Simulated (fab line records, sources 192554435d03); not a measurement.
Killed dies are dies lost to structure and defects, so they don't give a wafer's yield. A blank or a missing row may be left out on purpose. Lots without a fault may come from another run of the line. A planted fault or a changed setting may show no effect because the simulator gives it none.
Which tool did it? | flow n5_finfet | 10 lots, 30 wafers sampled, at 4 steps of a route of 1938

WHAT THE GAUGES READ, wafer by wafer
N5_BEOL_M4_RC_MEAS_101.
lot  | measured     | on        | CJ_N
L209 | day 10 21:20 | prober-01 | 4.20 4.31 4.20
L210 | day 10 13:54 | prober-01 | 4.48 4.45 4.38
L218 | day 13 16:23 | prober-01 | 4.07 4.05 4.50
L221 | day 15 05:56 | prober-02 | 4.33 4.30 4.32
L223 | day 14 08:27 | prober-02 | 4.29 4.22 4.35
L227 | day 16 03:49 | prober-02 | 4.02 4.04 4.23
L229 | day 16 07:55 | prober-01 | 4.41 4.34 4.31
L230 | day 15 15:10 | prober-01 | 4.31 4.31 4.36
L231 | day 16 15:03 | prober-02 | 4.09 4.17 4.16
L232 | day 16 17:29 | prober-01 | 4.33 4.34 4.35

WHICH TOOL RAN EACH LOT (tool, then ch and the chambers of the sampled wafers, then the start)
lot  | N5_ZERO_LAYER_PECVD_02         | N5_BEOL_M4_SPUTTER_94        | N5_BEOL_M4_ANNEAL_95
L209 | pecvd-03 ch 0,2, day 1 12:17   | pvd_sputter-03, day 10 19:58 | pvd_sputter-03, day 10 20:02
L210 | pecvd-03 ch 0,1,2, day 1 18:17 | pvd_sputter-03, day 10 12:07 | pvd_sputter-03, day 10 12:11
L218 | pecvd-03 ch 0,1, day 3 18:17   | pvd_sputter-03, day 13 14:47 | pvd_sputter-03, day 13 14:52
L221 | pecvd-04 ch 0,1,2, day 4 12:17 | pvd_sputter-03, day 15 04:11 | pvd_sputter-03, day 15 04:16
L223 | pecvd-01 ch 0,1, day 5 00:17   | pvd_sputter-01, day 14 06:46 | pvd_sputter-01, day 14 06:51
L227 | pecvd-04 ch 0,1, day 6 00:17   | pvd_sputter-02, day 16 02:07 | pvd_sputter-02, day 16 02:12
L229 | pecvd-03 ch 0,1,2, day 6 12:17 | pvd_sputter-02, day 16 06:35 | pvd_sputter-02, day 16 06:40
L230 | pecvd-01 ch 0,1,2, day 6 18:18 | pvd_sputter-01, day 15 13:48 | pvd_sputter-01, day 15 13:53
L231 | pecvd-04 ch 0,2, day 7 00:17   | pvd_sputter-03, day 16 13:20 | pvd_sputter-03, day 16 13:25
L232 | pecvd-01 ch 0,2, day 7 06:19   | pvd_sputter-03, day 16 15:10 | pvd_sputter-03, day 16 15:15
- N5_ZERO_LAYER_PECVD_02: deposits SiO2 from SiH4/N2O, target thk 10 nm, time 6 s.
- N5_BEOL_M4_SPUTTER_94: material Cu, target thk 4.5 nm, time 8.29 s.
- N5_BEOL_M4_ANNEAL_95: time 240 s.

THE ANSWER, worked out from the rows above alone
Rule: what is usual is taken from the lots themselves. Put in order of their means at a reading, lots are off if they are a third of the lots or fewer, leave a main group of 4 or more, and stand apart from it by a gap of 3 or more times the standard deviation of the main group's means; of several such gaps the widest counts. A main group whose means are all the same, to the digits that the tables above print for the reading, isn't used. A lot without any number at a reading at which 4 lots or more have one is off too. The other lots that the step has rows for count as sound.
No lot is off at any reading shown: from this, nothing can be told.

WHAT THE SIMULATOR HAD PUT IN
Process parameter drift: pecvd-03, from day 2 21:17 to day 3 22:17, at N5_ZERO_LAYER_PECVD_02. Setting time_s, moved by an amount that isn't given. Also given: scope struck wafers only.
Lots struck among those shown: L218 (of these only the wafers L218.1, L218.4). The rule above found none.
